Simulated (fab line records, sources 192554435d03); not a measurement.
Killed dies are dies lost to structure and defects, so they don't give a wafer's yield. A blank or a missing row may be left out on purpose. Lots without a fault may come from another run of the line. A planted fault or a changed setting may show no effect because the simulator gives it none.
One fault seen from 3 desks | flow n5_finfet | each desk has only its own numbers; what lay behind them comes last

THE TOOL OWNER'S DESK: rie_diel-06
The tool's own readings at N5_BEOL_M1_ETCH_74 (etches underlayer in N2/H2, target depth 6.5 nm, time 5.2 s): means of the sampled wafers that have a number, for each lot that ran on this tool. A lot is out of limits, marked OUT, if its mean lies more than 4 standard deviations from the usual mean; the brackets give that distance. Of its 8 readings 7 are shown: the one that was out of limits first, and those that lie furthest out on some lot.
Columns: A = bias_w at N5_BEOL_M1_ETCH_74, usual 150.0 W; B = drypump_motor_current_A at N5_BEOL_M1_ETCH_74, usual 5.4 A; C = etch_rf_on_time_s at N5_BEOL_M1_ETCH_74, usual 5.17 s; D = oes_product_au at N5_BEOL_M1_ETCH_74, usual 0.68 a.u.; E = rf_vpp_V at N5_BEOL_M1_ETCH_74, usual 524.1 V; F = showerhead_plenum_p_Torr at N5_BEOL_M1_ETCH_74, usual 2.55 Torr; G = throttle_valve_pct at N5_BEOL_M1_ETCH_74, usual 17.83 %
lot  | first seen here | A                | B   | C    | D    | E     | F    | G
L454 | day 8 16:32     | 149.7            | 5.6 | 5.19 | 0.76 | 526.4 | 2.65 | 17.81
L459 | day 9 19:35     | 152.4 (+5.1) OUT | 5.5 | 5.08 | 0.81 | 529.8 | 2.63 | 17.66
L461 | day 10 03:30    | 152.0 (+4.3) OUT | 5.4 | 5.15 | 0.75 | 530.2 | 2.57 | 17.82
This desk's finding: out of limits on L459, L461; first on L459, day 9 19:35 (bias_w at N5_BEOL_M1_ETCH_74). In limits: L454.

THE DEFECT DESK
What the inspections along the route counted, lot by lot: means of the sampled wafers that have a number. A lot is out of limits, marked OUT, if its mean lies more than 4 standard deviations from the usual mean; the brackets give that distance.
Columns: A = raw_defect_count at N5_BEOL_M1_INSPECT_13, usual 442
lot  | first seen here | A
L449 | day 7 16:10     | 429
L454 | day 8 16:29     | 493
L459 | day 9 19:31     | 411
L461 | day 10 03:26    | 427
L465 | day 11 13:43    | 415
L466 | day 11 22:31    | 353
This desk's finding: nothing out of limits on any of the 6 lots.

THE METROLOGY DESK
What the gauges read, lot by lot, whatever tool the lot ran on: means of the sampled wafers that have a number. A lot is out of limits, marked OUT, if its mean lies more than 4 standard deviations from the usual mean; the brackets give that distance. Of its 12 readings 7 are shown: those that lie furthest out on some lot.
Columns: A = M1_OVL at N5_BEOL_M1_OVL_MEAS_12, usual 0.2 nm; B = DIBL_N at N5_BEOL_M4_RC_MEAS_101, usual 36.2 mV/V; C = IOFF_P at N5_BEOL_M4_RC_MEAS_101, usual 0.210 nA/um; D = ION_N at N5_BEOL_M4_RC_MEAS_101, usual 677 uA/um; E = ION_P at N5_BEOL_M4_RC_MEAS_101, usual 465 uA/um; F = SS_P at N5_BEOL_M4_RC_MEAS_101, usual 73.2 mV/dec; G = VT_P at N5_BEOL_M4_RC_MEAS_101, usual -250 mV
lot  | first seen here | A    | B    | C     | D   | E   | F    | G
L449 | day 7 16:05     | 0.6  | 37.7 | 0.200 | 681 | 462 | 73.6 | -253
L454 | day 8 16:23     | -0.4 | 36.7 | 0.233 | 680 | 470 | 72.7 | -246
L459 | day 9 19:25     | 0.9  | 35.9 | 0.251 | 686 | 473 | 72.7 | -246
L461 | day 10 03:21    | 0.2  | 37.5 | 0.178 | 678 | 457 | 73.1 | -255
L465 | day 11 13:37    | -0.1 | 37.0 | 0.198 | 668 | 460 | 72.6 | -252
L466 | day 11 22:26    | -0.1 | 36.8 | 0.210 | 672 | 460 | 73.4 | -252
This desk's finding: nothing out of limits on any of the 6 lots.

PUT TOGETHER
The tool owner's desk could have raised an alarm at day 9 19:35, on L459, L461.
The defect desk saw nothing out of limits.
The metrology desk saw nothing out of limits.
The defect desk has L459, L461 on record, within its limits.
The metrology desk has L459, L461 on record, within its limits.
Of the lots named, all ran N5_BEOL_M1_ETCH_74 on rie_diel-06.

WHAT THE SIMULATOR HAD PUT IN
Process parameter drift: rie_diel-06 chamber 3, from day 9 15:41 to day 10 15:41, at N5_BEOL_M1_ETCH_74. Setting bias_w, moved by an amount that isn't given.
Lots struck among those shown: L459, L461.
Hours from the fault's start to each desk's first reading out of limits: the tool owner's desk, 4.
